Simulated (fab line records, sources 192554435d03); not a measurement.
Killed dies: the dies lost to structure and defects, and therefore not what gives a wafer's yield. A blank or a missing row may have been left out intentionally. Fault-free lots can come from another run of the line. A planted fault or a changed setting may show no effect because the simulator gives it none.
What tool caused it? :: flow n5 finfet :: 12 lots, 36 wafers sampled, at 2 steps of a route of 1938

WHAT EACH GAUGE READ, for each wafer
N5_ILD0_THK_MEAS_08.
lot: L075
measured: day 3 20:19
on: film metro-02
thk nm (nm): 140.3 139.6 140.4

lot: L077
measured: day 4 08:39
on: film metro-01
thk nm (nm): 139.1 137.5 138.4

lot: L079
measured: day 4 18:50
on: film metro-01
thk nm (nm): 139.8 139.7 139.5

lot: L081
measured: day 5 12:39
on: film metro-01
thk nm (nm): 138.2 138.2 138.4

lot: L083
measured: day 6 00:56
on: film metro-02
thk nm (nm): 138.0 138.6 137.9

lot: L085
measured: day 6 15:17
on: film metro-01
thk nm (nm): 140.1 139.6 140.3

lot: L087
measured: day 6 22:12
on: film metro-01
thk nm (nm): 139.6 137.5 139.3

lot: L089
measured: day 7 07:59
on: film metro-02
thk nm (nm): 138.4 137.1 137.7

lot: L091
measured: day 7 20:53
on: film metro-01
thk nm (nm): 139.4 138.3 138.5

lot: L093
measured: day 8 06:08
on: film metro-02
thk nm (nm): 140.3 139.8 141.1

lot: L095
measured: day 8 19:43
on: film metro-01
thk nm (nm): 139.2 137.4 138.7

lot: L097
measured: day 9 06:45
on: film metro-01
thk nm (nm): 141.2 139.5 140.1

WHAT TOOL EACH LOT RAN ON (gives the tool, then ch and the chambers of the sampled wafers, and finally the start)
lot: L075
N5_SD_EPI_P_SD_RECESS_17: rie si-03 ch 0,1,2, day 3 12:38

lot: L077
N5_SD_EPI_P_SD_RECESS_17: rie si-04 ch 0,2, day 4 01:47

lot: L079
N5_SD_EPI_P_SD_RECESS_17: rie si-03 ch 0,1,2, day 4 11:46

lot: L081
N5_SD_EPI_P_SD_RECESS_17: rie si-01 ch 1,3, day 5 05:45

lot: L083
N5_SD_EPI_P_SD_RECESS_17: rie si-03 ch 0,1,3, day 5 17:32

lot: L085
N5_SD_EPI_P_SD_RECESS_17: rie si-03 ch 0,2, day 6 07:35

lot: L087
N5_SD_EPI_P_SD_RECESS_17: rie si-03 ch 0,1, day 6 15:22

lot: L089
N5_SD_EPI_P_SD_RECESS_17: rie si-01 ch 1,3, day 7 01:04

lot: L091
N5_SD_EPI_P_SD_RECESS_17: rie si-01 ch 2,3, day 7 13:48

lot: L093
N5_SD_EPI_P_SD_RECESS_17: rie si-03 ch 0,2, day 7 22:29

lot: L095
N5_SD_EPI_P_SD_RECESS_17: rie si-01 ch 1,2, day 8 12:55

lot: L097
N5_SD_EPI_P_SD_RECESS_17: rie si-01 ch 0,2,3, day 8 23:29
- N5_SD_EPI_P_SD_RECESS_17: chemistry HBr/Cl2/O2, target depth 39.1 nm, bt time 3 s.

THE ANSWER, worked out from the rows above alone
Rule: what is usual is taken from the lots themselves. Put in order of their means at a reading, lots are off if they are a third of the lots or fewer, leave a main group of 4 or more, and stand apart from it by a gap of 3 or more times the standard deviation of the main group's means; of several such gaps the widest counts. Not used: any main group whose means are identical at the precision the tables above print for the reading. A lot without any number at a reading at which 4 lots or more have one is off too. Any other lot the step has rows for is counted as sound.
Across all readings shown, no lot is off: no conclusion can be drawn from this.

WHAT THE SIMULATOR HAD PUT IN
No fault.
